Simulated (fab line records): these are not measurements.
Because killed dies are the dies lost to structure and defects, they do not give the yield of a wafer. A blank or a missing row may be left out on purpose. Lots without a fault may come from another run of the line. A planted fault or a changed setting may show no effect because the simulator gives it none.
Chamber matching || flow nand_harc || 4 sister chambers for NHARC_A_STAIRCASE_DESCUM_291 on rie_diel-09
The step chemistry O2, time 3 s. 16 wafers are shown with their chamber, then 8 later ones without.

EACH WAFER AND ITS CHAMBER
{"wafer": "L074.1", "chamber": 2, "drypump_motor_current_A (A)": 4.9, "showerhead_plenum_p_Torr (Torr)": 1.95, "oes_product_au (a.u.)": 1.002}
{"wafer": "L074.3", "chamber": 0, "drypump_motor_current_A (A)": 5.8, "showerhead_plenum_p_Torr (Torr)": 1.85, "oes_product_au (a.u.)": 0.999}
{"wafer": "L074.5", "chamber": 2, "drypump_motor_current_A (A)": 4.9, "showerhead_plenum_p_Torr (Torr)": 1.95, "oes_product_au (a.u.)": 1.000}
{"wafer": "L079.1", "chamber": 2, "drypump_motor_current_A (A)": 4.9, "showerhead_plenum_p_Torr (Torr)": 1.95, "oes_product_au (a.u.)": 1.012}
{"wafer": "L079.2", "chamber": 3, "drypump_motor_current_A (A)": 6.4, "showerhead_plenum_p_Torr (Torr)": 1.98, "oes_product_au (a.u.)": 1.006}
{"wafer": "L079.6", "chamber": 1, "drypump_motor_current_A (A)": 5.6, "showerhead_plenum_p_Torr (Torr)": 1.92, "oes_product_au (a.u.)": 0.999}
{"wafer": "L078.3", "chamber": 2, "drypump_motor_current_A (A)": 4.9, "showerhead_plenum_p_Torr (Torr)": 1.95, "oes_product_au (a.u.)": 0.995}
{"wafer": "L078.5", "chamber": 2, "drypump_motor_current_A (A)": 4.9, "showerhead_plenum_p_Torr (Torr)": 1.95, "oes_product_au (a.u.)": 1.001}
{"wafer": "L078.6", "chamber": 1, "drypump_motor_current_A (A)": 5.6, "showerhead_plenum_p_Torr (Torr)": 1.92, "oes_product_au (a.u.)": 0.998}
{"wafer": "L081.3", "chamber": 2, "drypump_motor_current_A (A)": 4.9, "showerhead_plenum_p_Torr (Torr)": 1.95, "oes_product_au (a.u.)": 1.007}
{"wafer": "L081.4", "chamber": 1, "drypump_motor_current_A (A)": 5.6, "showerhead_plenum_p_Torr (Torr)": 1.92, "oes_product_au (a.u.)": 0.996}
{"wafer": "L081.5", "chamber": 3, "drypump_motor_current_A (A)": 6.5, "showerhead_plenum_p_Torr (Torr)": 1.98, "oes_product_au (a.u.)": 1.015}
{"wafer": "L082.1", "chamber": 1, "drypump_motor_current_A (A)": 5.5, "showerhead_plenum_p_Torr (Torr)": 1.92, "oes_product_au (a.u.)": 1.002}
{"wafer": "L082.2", "chamber": 0, "drypump_motor_current_A (A)": 5.8, "showerhead_plenum_p_Torr (Torr)": 1.84, "oes_product_au (a.u.)": 0.998}
{"wafer": "L082.3", "chamber": 2, "drypump_motor_current_A (A)": 4.9, "showerhead_plenum_p_Torr (Torr)": 1.94, "oes_product_au (a.u.)": 0.998}
{"wafer": "L089.1", "chamber": 3, "drypump_motor_current_A (A)": 6.5, "showerhead_plenum_p_Torr (Torr)": 1.97, "oes_product_au (a.u.)": 1.010}

SIGNATURES (means of the wafers above)
{"reading": "drypump_motor_current_A", "chamber 0": 5.800, "chamber 1": 5.575, "chamber 2": 4.900, "chamber 3": 6.467, "scatter within a chamber": 0.0344}
{"reading": "showerhead_plenum_p_Torr", "chamber 0": 1.8450, "chamber 1": 1.9200, "chamber 2": 1.9486, "chamber 3": 1.9767, "scatter within a chamber": 0.00411}
{"reading": "oes_product_au", "chamber 0": 0.99850, "chamber 1": 0.99875, "chamber 2": 1.00214, "chamber 3": 1.01033, "scatter within a chamber": 0.00461}
Rule: for a wafer and a chamber, the distance is found by dividing, reading by reading, the gap between the wafer's reading and the chamber's mean by the reading's scatter, squaring, summing and taking the root. If the next closest chamber is less than 2 further off than the closest, the wafer can't be placed; otherwise it belongs to the closest. The scatter is the square root of a quotient: the sum, over the shown wafers, of each reading's squared deviation from its chamber's mean, divided by wafers minus chambers.

WAFERS WITHOUT THEIR CHAMBER
{"wafer": "L089.2", "drypump_motor_current_A (A)": 5.8, "showerhead_plenum_p_Torr (Torr)": 1.84, "oes_product_au (a.u.)": 1.011}
{"wafer": "L089.6", "drypump_motor_current_A (A)": 5.8, "showerhead_plenum_p_Torr (Torr)": 1.84, "oes_product_au (a.u.)": 0.996}
{"wafer": "L093.2", "drypump_motor_current_A (A)": 4.9, "showerhead_plenum_p_Torr (Torr)": 1.93, "oes_product_au (a.u.)": 1.009}
{"wafer": "L093.3", "drypump_motor_current_A (A)": 5.6, "showerhead_plenum_p_Torr (Torr)": 1.91, "oes_product_au (a.u.)": 0.994}
{"wafer": "L093.5", "drypump_motor_current_A (A)": 5.8, "showerhead_plenum_p_Torr (Torr)": 1.83, "oes_product_au (a.u.)": 1.009}
{"wafer": "L097.2", "drypump_motor_current_A (A)": 6.4, "showerhead_plenum_p_Torr (Torr)": 1.96, "oes_product_au (a.u.)": 1.003}
{"wafer": "L097.4", "drypump_motor_current_A (A)": 4.9, "showerhead_plenum_p_Torr (Torr)": 1.93, "oes_product_au (a.u.)": 1.001}
{"wafer": "L097.6", "drypump_motor_current_A (A)": 5.6, "showerhead_plenum_p_Torr (Torr)": 1.90, "oes_product_au (a.u.)": 1.001}

WHICH CHAMBER EACH WENT THROUGH
{"wafer": "L089.2", "from the rows above": 0, "in truth": 0}
{"wafer": "L089.6", "from the rows above": 0, "in truth": 0}
{"wafer": "L093.2", "from the rows above": 2, "in truth": 2}
{"wafer": "L093.3", "from the rows above": 1, "in truth": 1}
{"wafer": "L093.5", "from the rows above": 0, "in truth": 0}
{"wafer": "L097.2", "from the rows above": 3, "in truth": 3}
{"wafer": "L097.4", "from the rows above": 2, "in truth": 2}
{"wafer": "L097.6", "from the rows above": 1, "in truth": 1}
Placed correctly: 8 of 8. Not placeable from these rows: 0. Number placed wrongly: 0.
